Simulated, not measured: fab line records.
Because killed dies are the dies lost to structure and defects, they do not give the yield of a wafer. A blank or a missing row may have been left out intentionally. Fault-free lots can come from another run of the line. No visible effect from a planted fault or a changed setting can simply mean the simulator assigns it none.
Which of the tools did it? + flow n5-finfet + at 1 step of a route of 1938, 10 lots with 30 wafers sampled

## WHAT EACH GAUGE READ, for each wafer
N5_BEOL_M6_CD_MEAS_18: pitch 80 nm, target cd 40 nm.
| lot  | measured     | on        | cd-nm (nm)     |
|------|--------------|-----------|----------------|
| L777 | day 8 13:41  | cd-sem-03 | 39.4 40.6 38.8 |
| L780 | day 9 11:40  | cd-sem-03 | 40.4 40.2 39.5 |
| L779 | day 9 23:43  | cd-sem-02 | 40.1 39.8 39.5 |
| L781 | day 10 06:38 | cd-sem-02 | 40.1 40.6 40.3 |
| L782 | day 10 17:05 | cd-sem-03 | 39.0 41.6 41.7 |
| L785 | day 11 06:13 | cd-sem-02 | 40.3 40.6 40.2 |
| L793 | day 12 18:56 | cd-sem-03 | 40.5 39.3 40.4 |
| L794 | day 13 11:06 | cd-sem-03 | 40.6 41.3 41.2 |
| L798 | day 14 18:40 | cd-sem-02 | 40.0 40.6 41.5 |
| L800 | day 14 21:58 | cd-sem-03 | 40.6 39.6 40.8 |

## WHICH TOOL RAN EACH LOT (tool, then ch and the chambers of the sampled wafers, then the start)
There is no process step in the record ahead of these readings.

## THE ANSWER, worked out from the rows above alone
Rule: what is usual is taken from the lots themselves. Put in order of their means at a reading, lots are off if they are a third of the lots or fewer, leave a main group of 4 or more, and stand apart from it by a gap of 3 or more times the standard deviation of the main group's means; of several such gaps the widest counts. A main group is skipped when, at the precision printed for the reading in the tables above, its means are all equal. Also off: a lot with no number at a reading for which 4 or more lots have one. Where the step has rows for the other lots, those lots are counted as sound.
Across all readings shown, no lot is off: no conclusion can be drawn from this.

## WHAT THE SIMULATOR PUT IN
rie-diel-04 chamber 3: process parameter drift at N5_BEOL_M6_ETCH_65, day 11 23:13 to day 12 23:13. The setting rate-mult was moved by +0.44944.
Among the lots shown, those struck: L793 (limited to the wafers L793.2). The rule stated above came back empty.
